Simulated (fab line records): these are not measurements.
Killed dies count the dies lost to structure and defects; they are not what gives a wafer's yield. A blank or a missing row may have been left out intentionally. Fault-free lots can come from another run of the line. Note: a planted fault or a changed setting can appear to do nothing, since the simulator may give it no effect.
fab line records + flow n5_finfet
record
- lots=9
- wafers=27
- last_day=18
route steps=1938 shown BEOL_M4@1111 BEOL_M7@1307 BEOL_M8@1332 PASSIVATION@1936
lots that met no fault: from a run of the same line without faults
start_h: hours from the record's first day to the start of the lot's first wafer shown + wait_h: how many hours have passed since the lot's step before this one + " same as the row above + L1.1+2: a single row standing in for several wafers + - no value, or no start was given + * or withheld: withheld + < > ~ a bound
route shown NAME@n: NAME is a module with steps in the file, n the number in the route of the first one + usual: mean and standard deviation over wafers with no fault + same: alike in all rows + chamber/n: place in a boat + sites: readings site by site + _std_site: how widely they spread, as a standard deviation + _edge_site: mean of outer sites minus mean of inner sites + radius_mm: for every site, how far away it sits from the centre of the wafer + mask NAME#n: copy n + behind: the last tool/chamber to shape the wafer + hold: why the lot went on hold/how many hours it stayed there/how the hold came to an end + device: the n, p or np transistor that did not switch + end of line: tests run on the same wafers once the route is complete + a step with no rows: only its recipe + killed: at the first sort, the dies lost to defects and structure; wafer yield is something else + map: a wafer's dies, marking killed ones x, the rest . and places with no die _
set.NAME: the run value of the setting; set.NAME@STEP: its run value at that earlier step + model.NAME: the simulator's own value behind a step, which no gauge read
a sample of lots followed through the steps of the route, with each step as a table and each wafer as a row
services: from which hour (start_h, from the record's first day; less than 0 if before it) a tool's chamber was out of use, for how many hours, and why
## steps
# step N5_BEOL_M4_RC_MEAS_101
# usual
- DIBL_N=36.9/1.7
- DIBL_P=36.7/2.1
- IOFF_N=0.17/0.032
- IOFF_P=0.22/0.036
- ION_N=674/12
- ION_P=461/7
- SS_N=71.7/0.6
- SS_P=73.4/0.67
- VT_N=249/3.1
- VT_P=-250/3.2
| lot.wafer | tool      | chamber | start_h | wait_h | DIBL_N[mV/V] | DIBL_P[mV/V] | IOFF_N[nA/um] | IOFF_P[nA/um] | ION_N[uA/um] | ION_P[uA/um] | SS_N[mV/dec] | SS_P[mV/dec] | VT_N[mV] | VT_P[mV] |
|-----------|-----------|---------|---------|--------|--------------|--------------|---------------|---------------|--------------|--------------|--------------|--------------|----------|----------|
| L449.3    | prober-02 | 0       | 182.21  | 0.3    | 32.8         | 32.8         | 0.12          | 0.17          | 660          | 454          | 70.6         | 72.8         | 255      | -252     |
| L449.4    | "         | 0       | "       | "      | 35.9         | 35.1         | 0.16          | 0.20          | 663          | 454          | 71.8         | 72.8         | 250      | -252     |
| L449.6    | "         | 0       | "       | "      | 34.4         | 32.9         | 0.14          | 0.17          | 652          | 446          | 71.6         | 72.2         | 252      | -251     |
| L448.3    | prober-02 | 0       | 186.05  | 0.3    | 35.1         | 33.9         | 0.13          | 0.15          | 653          | 449          | 70.7         | 73.5         | 251      | -257     |
| L448.4    | "         | 0       | "       | "      | 37.2         | 36.8         | 0.17          | 0.19          | 682          | 455          | 71.6         | 73.1         | 251      | -255     |
| L448.6    | "         | 0       | "       | "      | 37.5         | 35.1         | 0.17          | 0.16          | 677          | 451          | 71.5         | 73.5         | 248      | -256     |
| L447.3    | prober-02 | 0       | 192.31  | 0.3    | 37.7         | 37.5         | 0.18          | 0.22          | 674          | 463          | 71.6         | 73.8         | 250      | -249     |
| L447.4    | "         | 0       | "       | "      | 36.5         | 35.6         | 0.16          | 0.19          | 666          | 456          | 71.3         | 73.2         | 250      | -252     |
| L447.6    | "         | 0       | "       | "      | 36.5         | 36.0         | 0.16          | 0.19          | 676          | 453          | 71.7         | 73.5         | 250      | -252     |
| L452.1    | prober-01 | 0       | 196.96  | 0.0    | 38.8         | 41.7         | 0.23          | 0.27          | 694          | 468          | 72.2         | 74.3         | 245      | -251     |
| L452.4    | "         | 0       | "       | "      | 36.9         | 38.2         | 0.18          | 0.21          | 676          | 452          | 71.8         | 73.9         | 250      | -252     |
| L452.6    | "         | 0       | "       | "      | 37.5         | 38.4         | 0.19          | 0.21          | 683          | 456          | 71.6         | 74.3         | 248      | -254     |
| L451.3    | prober-02 | 0       | 197.64  | 0.4    | 38.0         | 40.4         | 0.20          | 0.27          | 687          | 469          | 72.1         | 73.6         | 244      | -246     |
| L451.4    | "         | 0       | "       | "      | 35.7         | 36.3         | 0.16          | 0.20          | 670          | 464          | 71.7         | 72.8         | 248      | -251     |
| L451.6    | "         | 0       | "       | "      | 37.3         | 39.3         | 0.18          | 0.26          | 671          | 463          | 72.3         | 73.7         | 248      | -248     |
| L454.1    | prober-01 | 0       | 212.24  | 0.0    | 37.3         | 36.5         | 0.18          | 0.22          | 679          | 461          | 71.7         | 73.2         | 246      | -251     |
| L454.4    | "         | 0       | "       | "      | 37.0         | 36.0         | 0.16          | 0.20          | 680          | 460          | 71.1         | 72.8         | 250      | -249     |
| L454.5    | "         | 0       | "       | "      | 39.7         | 37.1         | 0.23          | 0.23          | 675          | 452          | 72.8         | 73.7         | 244      | -251     |
| L465.1    | prober-01 | 0       | 285.93  | 0.0    | 37.1         | 37.7         | 0.17          | 0.27          | 679          | 465          | 72.8         | 73.5         | 248      | -245     |
| L465.2    | "         | 0       | "       | "      | 36.4         | 35.5         | 0.15          | 0.22          | 668          | 461          | 71.0         | 73.3         | 252      | -245     |
| L465.3    | "         | 0       | "       | "      | 38.0         | 38.3         | 0.21          | 0.28          | 702          | 472          | 73.2         | 74.1         | 244      | -245     |
| L466.4    | prober-01 | 0       | 289.45  | 0.5    | 35.4         | 37.3         | 0.16          | 0.21          | 681          | 464          | 71.1         | 73.6         | 248      | -250     |
| L466.5    | "         | 0       | "       | "      | 37.0         | 37.7         | 0.17          | 0.22          | 682          | 465          | 70.8         | 73.7         | 248      | -249     |
| L466.6    | "         | 0       | "       | "      | 35.2         | 37.1         | 0.15          | 0.21          | 682          | 461          | 71.0         | 73.0         | 250      | -249     |
| L469.4    | prober-01 | 0       | 312.33  | 0.5    | 39.1         | 38.5         | 0.18          | 0.23          | 663          | 460          | 71.9         | 74.1         | 251      | -249     |
| L469.5    | "         | 0       | "       | "      | 37.7         | 37.1         | 0.16          | 0.22          | 659          | 458          | 72.1         | 73.7         | 252      | -248     |
| L469.6    | "         | 0       | "       | "      | 39.5         | 39.5         | 0.19          | 0.26          | 681          | 467          | 72.8         | 73.8         | 251      | -247     |
# step N5_BEOL_M7_STRIP_36
# recipe
- chemistry=N2/H2
- power_w=450
- temp_c=40
- pressure_mtorr=20
- rf_frequency_hz=6e+07
- overash_fraction=0.3
- bias_power_w=7
- h2_frac=0.5
- n2_flow_sccm=200
- h2_flow_sccm=200
# usual
- drypump_motor_current_A=5.7/0.37
- oes_product_au=0.78/0.08
- rf_vpp_V=59.2/1.4
- showerhead_plenum_p_Torr=2.54/0.098
- throttle_valve_pct=23.5/0.37
| lot.wafer | tool        | chamber | start_h | wait_h | drypump_motor_current_A | oes_product_au | rf_hours_counter_h | rf_vpp_V | showerhead_plenum_p_Torr | throttle_valve_pct |
|-----------|-------------|---------|---------|--------|-------------------------|----------------|--------------------|----------|--------------------------|--------------------|
| L449.3    | rie_diel-01 | 2       | 207.59  | 0.0    | 6.1                     | 0.69           | 226                | 58.0     | 2.40                     | 23.6               |
| L449.4    | "           | 1       | "       | "      | 5.9                     | 0.71           | 202                | 58.3     | 2.51                     | 23.3               |
| L449.6    | "           | 2       | "       | "      | 6.1                     | 0.69           | -                  | 57.5     | 2.40                     | 23.6               |
| L448.3    | rie_diel-03 | 2       | 211.43  | 0.0    | 5.2                     | 0.75           | 174                | 58.8     | 2.44                     | 23.3               |
| L448.4    | "           | 0       | "       | "      | 5.3                     | 0.82           | 71                 | 59.4     | 2.69                     | 23.5               |
| L448.6    | "           | 2       | "       | "      | 5.2                     | 0.74           | -                  | 55.9     | 2.44                     | 23.3               |
| L447.3    | rie_diel-01 | 2       | 215.66  | 0.0    | 6.1                     | 0.70           | 228                | 56.4     | 2.40                     | 23.6               |
| L447.4    | "           | 1       | "       | "      | 5.9                     | 0.70           | 204                | 61.5     | 2.51                     | 23.3               |
| L447.6    | "           | 3       | "       | "      | 6.3                     | 0.87           | -                  | 57.7     | 2.47                     | 23.2               |
| L451.3    | rie_diel-06 | 3       | 223.60  | 0.0    | 5.3                     | 0.83           | 77                 | 60.4     | 2.66                     | 23.6               |
| L451.4    | "           | 0       | "       | "      | 5.8                     | 0.88           | 51                 | 58.6     | 2.46                     | 23.3               |
| L451.6    | "           | 3       | "       | "      | 5.3                     | 0.82           | -                  | 60.7     | 2.66                     | 23.6               |
| L452.1    | rie_diel-01 | 1       | 223.71  | 0.0    | 5.9                     | 0.70           | 207                | 59.0     | 2.51                     | 23.3               |
| L452.4    | "           | 0       | "       | "      | 5.2                     | 0.70           | 187                | 59.1     | 2.64                     | 23.9               |
| L452.6    | "           | 2       | "       | "      | 6.1                     | 0.69           | -                  | 60.5     | 2.40                     | 23.6               |
| L454.1    | rie_diel-06 | 1       | 236.40  | 0.0    | 5.9                     | 0.84           | 56                 | 59.1     | 2.57                     | 23.1               |
| L454.4    | "           | 2       | "       | "      | 5.3                     | 0.70           | 226                | 59.9     | 2.51                     | 24.0               |
| L454.5    | "           | 2       | "       | "      | 5.3                     | 0.69           | -                  | 59.9     | 2.51                     | 24.0               |
| L465.1    | rie_diel-06 | 3       | 312.33  | 0.0    | 5.3                     | 0.80           | 106                | 59.4     | 2.65                     | 23.6               |
| L465.2    | "           | 0       | "       | "      | 5.8                     | 0.87           | 79                 | 59.3     | 2.45                     | 23.3               |
| L465.3    | "           | 1       | "       | "      | 5.9                     | 0.82           | 81                 | 60.5     | 2.56                     | 23.1               |
| L466.4    | rie_diel-03 | 2       | 314.01  | 0.0    | 5.2                     | 0.73           | 204                | 58.7     | 2.43                     | 23.3               |
| L466.5    | "           | 3       | "       | "      | 5.9                     | 0.91           | -                  | 61.1     | 2.62                     | 24.5               |
| L466.6    | "           | 0       | "       | "      | 5.3                     | 0.78           | -                  | 58.1     | 2.68                     | 23.5               |
| L469.4    | rie_diel-06 | 1       | 337.87  | 0.0    | 5.9                     | 0.81           | 90                 | 57.3     | 2.55                     | 23.1               |
| L469.5    | "           | 3       | "       | "      | 5.3                     | 0.78           | -                  | 59.3     | 2.65                     | 23.7               |
| L469.6    | "           | 0       | "       | "      | 5.7                     | 0.84           | -                  | 54.8     | 2.45                     | 23.3               |
# step N5_BEOL_M7_SPUTTER_48
# recipe
- material=Cu
- target_thk_a=100
- temp_c=-20
- bias_v=60
- power_w=26000
- chamber_pressure_pa=0.13
- time_s=1.667
# usual
- cathode_dc_power_W=25999/4.7
- chuck_gas_flow_sccm=1.25/0.058
- throttle_valve_pct=29.7/0.99
| lot.wafer | tool           | chamber | start_h | wait_h | cathode_dc_power_W | chuck_gas_flow_sccm | throttle_valve_pct |
|-----------|----------------|---------|---------|--------|--------------------|---------------------|--------------------|
| L449.3    | pvd_sputter-01 | -       | 209.20  | 0.1    | 25997              | 1.28                | 31.6               |
| L449.4    | "              | -       | "       | "      | 25996              | 1.27                | 30.2               |
| L449.6    | "              | -       | "       | "      | 25995              | 1.29                | 28.8               |
| L448.3    | pvd_sputter-03 | -       | 213.12  | 0.1    | 25998              | 1.26                | 31.2               |
| L448.4    | "              | -       | "       | "      | 26001              | 1.27                | 29.2               |
| L448.6    | "              | -       | "       | "      | 26014              | 1.28                | 27.9               |
| L447.3    | pvd_sputter-02 | -       | 216.94  | 0.1    | 25994              | 1.27                | 28.9               |
| L447.4    | "              | -       | "       | "      | 25994              | 1.25                | 30.1               |
| L447.6    | "              | -       | "       | "      | 26008              | 1.27                | 29.6               |
| L451.3    | pvd_sputter-01 | -       | 225.09  | 0.1    | 26006              | 1.24                | 28.9               |
| L451.4    | "              | -       | "       | "      | 25993              | 1.19                | 28.2               |
| L451.6    | "              | -       | "       | "      | 25996              | 1.23                | 28.9               |
| L452.1    | pvd_sputter-02 | -       | 225.24  | 0.1    | 26000              | 1.20                | 29.6               |
| L452.4    | "              | -       | "       | "      | 26004              | 1.35                | 28.9               |
| L452.6    | "              | -       | "       | "      | 25996              | 1.25                | 30.4               |
| L454.1    | pvd_sputter-03 | -       | 237.85  | 0.1    | 25995              | 1.30                | 30.0               |
| L454.4    | "              | -       | "       | "      | 26005              | 1.30                | 31.2               |
| L454.5    | "              | -       | "       | "      | 26003              | 1.34                | 27.9               |
| L465.1    | pvd_sputter-03 | -       | 313.89  | 0.1    | 25992              | 1.23                | 31.2               |
| L465.2    | "              | -       | "       | "      | 26001              | 1.29                | 28.0               |
| L465.3    | "              | -       | "       | "      | 25992              | 1.24                | 29.5               |
| L466.4    | pvd_sputter-03 | -       | 316.19  | 0.1    | 25999              | 1.26                | 29.7               |
| L466.5    | "              | -       | "       | "      | 25998              | 1.31                | 28.1               |
| L466.6    | "              | -       | "       | "      | 26005              | 1.20                | 29.9               |
| L469.4    | pvd_sputter-02 | -       | 340.13  | 0.2    | 25997              | 1.38                | 28.7               |
| L469.5    | "              | -       | "       | "      | 26001              | 1.23                | 30.4               |
| L469.6    | "              | -       | "       | "      | 26006              | 1.13                | 30.1               |
# step N5_BEOL_M8_ILD_DEP_00
# recipe
- material=SiCOH_lowk
- target_thk_a=1797.5
- temp_c=300
- precursor=DEMS/porogen
- pressure_torr=5
- rf_w=500
- time_s=33.4
# usual
- heater_power_w=309/49
- showerhead_plenum_p_Torr=5.745/0.016
- showerhead_vpp_V=1375/68
- throttle_valve_pct=13.9/0.64
| lot.wafer | tool     | chamber | start_h | wait_h | heater_power_w | showerhead_plenum_p_Torr | showerhead_vpp_V | throttle_valve_pct |
|-----------|----------|---------|---------|--------|----------------|--------------------------|------------------|--------------------|
| L449.3    | pecvd-02 | 1       | 210.30  | 0.0    | 287            | 5.770                    | 1366             | 13.2               |
| L449.4    | "        | 1       | "       | "      | 294            | 5.743                    | 1433             | 13.7               |
| L449.6    | "        | 0       | "       | "      | 298            | 5.720                    | 1328             | 14.7               |
| L448.3    | pecvd-04 | 2       | 214.36  | 0.0    | 250            | 5.740                    | 1298             | 12.2               |
| L448.4    | "        | 0       | "       | "      | 309            | 5.732                    | 1449             | 13.6               |
| L448.6    | "        | 1       | "       | "      | 249            | 5.796                    | 1320             | 13.8               |
| L447.3    | pecvd-02 | 2       | 217.99  | 0.0    | 380            | 5.730                    | 1320             | 13.6               |
| L447.4    | "        | 0       | "       | "      | 360            | 5.749                    | 1371             | 14.9               |
| L447.6    | "        | 2       | "       | "      | 396            | 5.733                    | 1335             | 13.5               |
| L451.3    | pecvd-02 | 2       | 226.09  | 0.0    | 404            | 5.737                    | 1315             | 13.5               |
| L451.4    | "        | 1       | "       | "      | 286            | 5.746                    | 1394             | 13.7               |
| L451.6    | "        | 2       | "       | "      | 410            | 5.731                    | 1329             | 13.4               |
| L452.1    | pecvd-02 | 0       | 226.37  | 0.0    | 329            | 5.731                    | 1340             | 15.0               |
| L452.4    | "        | 2       | "       | "      | 388            | 5.733                    | 1326             | 13.6               |
| L452.6    | "        | 0       | "       | "      | 335            | 5.741                    | 1313             | 14.8               |
| L454.1    | pecvd-03 | 2       | 238.84  | 0.0    | 253            | 5.748                    | 1551             | 13.2               |
| L454.4    | "        | 1       | "       | "      | 275            | 5.728                    | 1502             | 14.3               |
| L454.5    | "        | 0       | "       | "      | 322            | 5.759                    | 1343             | 13.8               |
| L465.1    | pecvd-02 | 2       | 315.79  | 0.0    | 367            | 5.758                    | 1333             | 13.8               |
| L465.2    | "        | 0       | "       | "      | 316            | 5.741                    | 1334             | 15.0               |
| L465.3    | "        | 1       | "       | "      | 307            | 5.761                    | 1424             | 13.3               |
| L466.4    | pecvd-02 | 0       | 317.29  | 0.1    | 365            | 5.726                    | 1318             | 14.9               |
| L466.5    | "        | 1       | "       | "      | 303            | 5.737                    | 1399             | 13.7               |
| L466.6    | "        | 2       | "       | "      | 368            | 5.740                    | 1329             | 13.3               |
| L469.4    | pecvd-04 | 2       | 341.68  | 0.1    | 203            | 5.724                    | 1273             | 12.2               |
| L469.5    | "        | 0       | "       | "      | 308            | 5.745                    | 1442             | 13.7               |
| L469.6    | "        | 1       | "       | "      | 290            | 5.785                    | 1322             | 14.0               |
# step N5_BEOL_M8_CURE_74
# recipe
- temp_c=385
- time_s=240
- ambient=He/Ar
- material=SiCOH_lowk
# usual
- lamp_power_pct=52.32/0.053
- wafer_temp_C_max=387.0/0.76
| lot.wafer | tool       | chamber | start_h | wait_h | lamp_power_pct | wafer_temp_C_max |
|-----------|------------|---------|---------|--------|----------------|------------------|
| L449.3    | uv_cure-01 | 1       | 210.53  | 0.2    | 52.28          | 386.9            |
| L449.4    | "          | 1       | "       | "      | 52.39          | 387.5            |
| L449.6    | "          | 1       | "       | "      | 52.20          | 387.0            |
| L448.3    | uv_cure-01 | 0       | 214.74  | 0.4    | 52.29          | 386.2            |
| L448.4    | "          | 0       | "       | "      | 52.24          | 385.9            |
| L448.6    | "          | 0       | "       | "      | 52.32          | 386.3            |
| L447.3    | uv_cure-03 | 2       | 218.21  | 0.2    | 52.31          | 389.0            |
| L447.4    | "          | 2       | "       | "      | 52.27          | 388.0            |
| L447.6    | "          | 2       | "       | "      | 52.30          | 389.4            |
| L451.3    | uv_cure-02 | 1       | 226.31  | 0.2    | 52.33          | 386.9            |
| L451.4    | "          | 1       | "       | "      | 52.29          | 387.5            |
| L451.6    | "          | 1       | "       | "      | 52.30          | 387.1            |
| L452.1    | uv_cure-03 | 0       | 226.43  | 0.0    | 52.28          | 386.4            |
| L452.4    | "          | 0       | "       | "      | 52.32          | 386.9            |
| L452.6    | "          | 0       | "       | "      | 52.40          | 386.7            |
| L454.1    | uv_cure-03 | 0       | 238.91  | 0.0    | 52.27          | 386.9            |
| L454.4    | "          | 0       | "       | "      | 52.29          | 386.8            |
| L454.5    | "          | 0       | "       | "      | 52.29          | 386.6            |
| L465.1    | uv_cure-02 | 2       | 315.86  | 0.0    | 52.28          | 387.2            |
| L465.2    | "          | 2       | "       | "      | 52.22          | 387.0            |
| L465.3    | "          | 2       | "       | "      | 52.25          | 387.1            |
| L466.4    | uv_cure-02 | 1       | 317.57  | 0.3    | 52.20          | 386.6            |
| L466.5    | "          | 1       | "       | "      | 52.26          | 386.8            |
| L466.6    | "          | 1       | "       | "      | 52.31          | 386.6            |
| L469.4    | uv_cure-03 | 0       | 341.97  | 0.3    | 52.34          | 386.2            |
| L469.5    | "          | 0       | "       | "      | 52.32          | 387.8            |
| L469.6    | "          | 0       | "       | "      | 52.37          | 386.7            |
# step N5_BEOL_M8_THK_MEAS_01
# recipe
- reads=SiCOH_lowk_of_BEOL_M8_ILD_DEP_00
# usual
- M8_ILD_THK=155.2/2.1
| lot.wafer | tool          | chamber | start_h | wait_h | M8_ILD_THK[nm] |
|-----------|---------------|---------|---------|--------|----------------|
| L449.3    | film_metro-01 | -       | 210.88  | 0.3    | 153.0          |
| L449.4    | "             | -       | "       | "      | 155.6          |
| L449.6    | "             | -       | "       | "      | 158.4          |
| L448.3    | film_metro-01 | -       | 215.42  | 0.5    | 157.3          |
| L448.4    | "             | -       | "       | "      | 155.0          |
| L448.6    | "             | -       | "       | "      | 158.2          |
| L447.3    | film_metro-02 | -       | 218.57  | 0.3    | 153.4          |
| L447.4    | "             | -       | "       | "      | 155.7          |
| L447.6    | "             | -       | "       | "      | 155.0          |
| L451.3    | film_metro-02 | -       | 226.67  | 0.3    | 154.4          |
| L451.4    | "             | -       | "       | "      | 155.8          |
| L451.6    | "             | -       | "       | "      | 156.9          |
| L452.1    | film_metro-02 | -       | 226.95  | 0.4    | 153.5          |
| L452.4    | "             | -       | "       | "      | 155.7          |
| L452.6    | "             | -       | "       | "      | 156.7          |
| L454.1    | film_metro-01 | -       | 239.42  | 0.4    | 154.0          |
| L454.4    | "             | -       | "       | "      | 155.5          |
| L454.5    | "             | -       | "       | "      | 155.6          |
| L465.1    | film_metro-01 | -       | 316.37  | 0.4    | 152.1          |
| L465.2    | "             | -       | "       | "      | 42.3           |
| L465.3    | "             | -       | "       | "      | 151.5          |
| L466.4    | film_metro-01 | -       | 317.85  | 0.2    | 48.3           |
| L466.5    | "             | -       | "       | "      | 158.2          |
| L466.6    | "             | -       | "       | "      | 158.4          |
| L469.4    | film_metro-01 | -       | 342.24  | 0.2    | 157.1          |
| L469.5    | "             | -       | "       | "      | 156.6          |
| L469.6    | "             | -       | "       | "      | 157.8          |
# step N5_PASSIVATION_PROBE_49
# usual
- defect_limited_yield=91.7/1.5
- killed_at_M0_to_M3=32/9.6
- killed_at_M4_up=13/5.3
- killed_at_contacts=12/6.8
- killed_at_front_end=36/9.8
- killed_at_other=4/3.1
- killed_dies=98/17
- killed_on_rim=13/4
- killed_open=65/13
- killed_short=32/8.5
- sort_bin_5_function=4.9/0.93
- sort_bin_6_memory=3.2/0.67
- sort_bin_8_speed=0.00/0.02
- sort_n_pass=1082/17
# same
- gross_dies=1180
- killed_at_back_side=0
- sort_bin_4_leakage[%]=0
| lot.wafer | tool      | chamber | start_h | wait_h | defect_limited_yield[%] | killed_at_M0_to_M3 | killed_at_M4_up | killed_at_contacts | killed_at_front_end | killed_at_other | killed_dies | killed_on_rim | killed_open | killed_short | sort_bin_5_function[%] | sort_bin_6_memory[%] | sort_bin_8_speed[%] | sort_n_pass |
|-----------|-----------|---------|---------|--------|-------------------------|--------------------|-----------------|--------------------|---------------------|-----------------|-------------|---------------|-------------|--------------|------------------------|----------------------|---------------------|-------------|
| L465.1    | prober-02 | -       | 388.96  | 0.0    | 90.3                    | 39                 | 8               | 14                 | 45                  | 9               | 115         | 19            | 74          | 41           | 6.4                    | 3.1                  | 0                   | 1065        |
| L465.2    | prober-02 | -       | 389.01  | 0.1    | 0.1                     | 49                 | 1075            | 19                 | 35                  | 1               | 1179        | 152           | 76          | 42           | 6.3                    | 3.3                  | 0                   | 1           |
| L465.3    | prober-02 | -       | 389.06  | 0.1    | 89.3                    | 64                 | 15              | 11                 | 31                  | 5               | 126         | 12            | 83          | 43           | 6.0                    | 4.4                  | 0                   | 1054        |
| L466.4    | prober-02 | -       | 392.10  | 0.2    | 0                       | 37                 | 1085            | 13                 | 39                  | 6               | 1180        | 152           | 82          | 31           | 5.8                    | 3.9                  | 0                   | 0           |
| L466.5    | prober-02 | -       | 392.15  | 0.2    | 93.2                    | 30                 | 8               | 16                 | 25                  | 1               | 80          | 10            | 60          | 20           | 4.2                    | 2.5                  | 0                   | 1100        |
| L466.6    | prober-02 | -       | 392.20  | 0.3    | 87.9                    | 51                 | 19              | 25                 | 40                  | 8               | 143         | 14            | 97          | 41           | 6.7                    | 4.8                  | 0.17                | 1037        |
# killed by level:class
L465.1 FIN_SAQP:geometric_particle:open=14 FIN_SAQP:geometric_particle:short=12 MOL_CONTACT_COAG:geometric_particle:open=11 BEOL_M0_SAQP:geometric_particle:short=11 BEOL_M0:geometric_particle:open=7 BEOL_M1:geometric_particle:open=6 BEOL_M2:geometric_particle:open=6 DUMMY_GATE:geometric_particle:open=5
L465.2 BEOL_M8:area_dep=1061 MOL_CONTACT_COAG:geometric_particle:open=17 BEOL_M0_SAQP:geometric_particle:short=15 BEOL_M1:geometric_particle:open=12 BEOL_M0_SAQP:geometric_particle:open=9 BEOL_M4:geometric_particle:open=8 FIN_SAQP:geometric_particle:open=6 BEOL_M2:geometric_particle:open=5
L465.3 BEOL_M0_SAQP:geometric_particle:open=25 BEOL_M0_SAQP:geometric_particle:short=20 FIN_SAQP:geometric_particle:open=13 FIN_SAQP:geometric_particle:short=9 BEOL_M2:geometric_particle:open=9 MOL_CONTACT_COAG:geometric_particle:open=6 MOL_CONTACT_COAG:geometric_particle:short=5 BEOL_M0:geometric_particle:open=4
L466.4 BEOL_M8:area_dep=1065 STI_FIN_REVEAL:geometric_particle:open=15 BEOL_M4:geometric_particle:open=11 BEOL_M2:geometric_particle:open=11 MOL_CONTACT_COAG:geometric_particle:open=10 BEOL_M0_SAQP:geometric_particle:open=9 FIN_SAQP:geometric_particle:open=7 BEOL_M0_SAQP:geometric_particle:short=6
L466.5 MOL_CONTACT_COAG:geometric_particle:open=13 STI_FIN_REVEAL:geometric_particle:open=11 BEOL_M3:geometric_particle:open=11 FIN_SAQP:geometric_particle:open=5 BEOL_M2:geometric_particle:open=5 MOL_CONTACT_COAG:geometric_particle:short=3 BEOL_M0:geometric_particle:open=3 BEOL_M2:geometric_particle:short=3
L466.6 MOL_CONTACT_COAG:geometric_particle:open=22 STI_FIN_REVEAL:geometric_particle:open=10 BEOL_M3:geometric_particle:open=10 FIN_SAQP:geometric_particle:short=8 BEOL_M1:geometric_particle:open=8 BEOL_M2:geometric_particle:open=8 BEOL_M4:geometric_particle:open=8 BEOL_M2:geometric_particle:short=7
## services
| tool        | chamber | start_h | hours | kind                          |
|-------------|---------|---------|-------|-------------------------------|
| uv_cure-03  | -       | 191.02  | 2.1   | pm                            |
| rie_diel-06 | 0       | 191.26  | 3.2   | repair                        |
| rie_diel-03 | 0       | 195.40  | 6.6   | repair                        |
| rie_diel-06 | 1       | 206.40  | 12.2  | repair                        |
| rie_diel-06 | -       | 215.37  | 0.3   | repair                        |
| rie_diel-03 | 3       | 218.34  | 1.6   | repair                        |
| rie_diel-03 | -       | 218.39  | 7.2   | repair                        |
| uv_cure-02  | -       | 225.05  | 0.6   | repair                        |
| rie_diel-06 | 3       | 248.87  | 4.0   | repair                        |
| uv_cure-03  | -       | 258.81  | 7.5   | pm                            |
| rie_diel-01 | 1       | 271.31  | 18.5  | repair                        |
| rie_diel-01 | 2       | 282.41  | 8.8   | repair                        |
| rie_diel-01 | 2       | 291.30  | -     | clean                         |
| rie_diel-01 | 2       | 291.30  | -     | consumable_replace:focus_ring |
| rie_diel-01 | 2       | 291.30  | -     | consumable_replace:showerhead |
| rie_diel-01 | 2       | 291.30  | 21.6  | scheduled_down                |
| pecvd-02    | 0       | 294.23  | 2.1   | scheduled_down                |
| rie_diel-06 | 2       | 303.58  | -     | clean                         |
| rie_diel-06 | 2       | 303.58  | -     | consumable_replace:focus_ring |
| rie_diel-06 | 2       | 303.58  | 16.4  | scheduled_down                |
| rie_diel-06 | 2       | 303.58  | 16.4  | vent_cycle                    |
| pecvd-04    | -       | 314.96  | 6.0   | pm                            |
| pecvd-02    | -       | 318.61  | 0.8   | repair                        |
| uv_cure-03  | -       | 331.59  | 0.8   | repair                        |
## key
first_sign
- step=N5_BEOL_M8_THK_MEAS_01
- reading=M8_ILD_THK
- direction=down
- sigmas=53
- usual=155.2
- struck=45.3
effect
- step=N5_PASSIVATION_PROBE_49
- reading=killed_at_M4_up
- direction=up
- sigmas=99+
- usual=13
- struck=1080
more_kills_born_at
- N5_BEOL_M8_ILD_DEP_00@pecvd-02=2126
met_at N5_BEOL_M8_ILD_DEP_00
struck_lots L465,L466
struck_wafers L465.2,L466.4
later_rows_left_out L465.2,L466.4
not_acting_at N5_BEOL_M7_STRIP_36,N5_BEOL_M7_SPUTTER_48,N5_BEOL_M8_CURE_74
onset_between 226.37 315.79
fault
- kind=process_parameter_drift
- tool=pecvd-02
- chamber=0
- onset_h=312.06
- steps=N5_BEOL_M8_ILD_DEP_00
- channel=time_s
- offset=*
- shape=step
- end_h=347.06
- acts_in=*
- stated=*
# later_rows_left_out: the simulator's readings of these wafers behind a module that went badly wrong aren't trusted and aren't shown, but for the sort
